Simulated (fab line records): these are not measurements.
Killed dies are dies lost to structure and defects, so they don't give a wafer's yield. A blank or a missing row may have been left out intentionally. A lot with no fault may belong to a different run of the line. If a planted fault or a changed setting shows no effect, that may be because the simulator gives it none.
Matching of chambers ; flow n5Finfet ; 4 sister chambers for N5_GATE_CUT_CMP_23 on cmp-01
The step polishes, stops on SiO2, t overpolish 23.4 s, target thk 16 nm. 14 wafers are shown with their chamber, then 7 later ones without.

## EACH WAFER AND ITS CHAMBER
wafer;chamber;motorCurrentA (A);timeToEndpointS (s);overpolishRunS (s)
L074.2;2;8.3;17.1;23.372
L074.3;1;8.8;20.0;23.417
L074.6;1;8.8;18.5;23.395
L076.1;0;8.2;19.9;23.401
L076.4;1;9.3;19.7;23.396
L076.5;1;9.3;21.4;23.395
L081.2;0;8.1;20.7;23.420
L081.3;2;7.9;15.7;23.395
L081.5;3;8.1;23.3;23.401
L080.1;2;8.3;18.2;23.389
L080.2;0;7.9;19.0;23.402
L080.6;0;7.9;22.7;23.391
L089.2;0;7.8;18.4;23.377
L089.4;2;8.1;16.2;23.399

SIGNATURES, as means of the wafers listed above
reading;chamber 0;chamber 1;chamber 2;chamber 3;scatter within a chamber
motorCurrentA;7.980;9.050;8.150;8.100;0.216
timeToEndpointS;20.140;19.900;16.800;23.300;1.38
overpolishRunS;23.39820;23.40075;23.38875;23.40100;0.0133
Rule: for each reading, subtract the chamber's mean from the wafer's reading, divide by that reading's scatter and square the result; add these up over the readings and take the root, which gives the wafer's distance from the chamber. The wafer belongs to the nearest chamber; if the next one is less than 2 further off, it can't be placed. How the scatter is found: for the shown wafers, subtract from each reading the mean of its chamber, square and add these, divide the total by (wafers less chambers), then take the root.

## WAFERS MISSING THEIR CHAMBER
wafer;motorCurrentA (A);timeToEndpointS (s);overpolishRunS (s)
L089.5;8.0;18.8;23.395
L092.4;8.0;19.7;23.400
L092.5;8.3;18.6;23.399
L092.6;7.7;22.5;23.397
L094.1;7.8;19.1;23.403
L094.2;7.7;22.7;23.400
L094.3;8.6;18.5;23.398

## THE CHAMBER EACH PASSED THROUGH
wafer;from the rows above;in truth
L089.5;can't be placed: 0 or 2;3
L092.4;0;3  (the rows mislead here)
L092.5;can't be placed: 2 or 0 or 3 or 1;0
L092.6;can't be placed: 3 or 0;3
L094.1;can't be placed: 0 or 2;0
L094.2;can't be placed: 3 or 0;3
L094.3;can't be placed: 1 or 2 or 0 or 3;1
Correct placement for 0 of the 7. Cannot be placed on the basis of these rows: 6; the candidates contain the true chamber in 5. 1 placed wrongly.
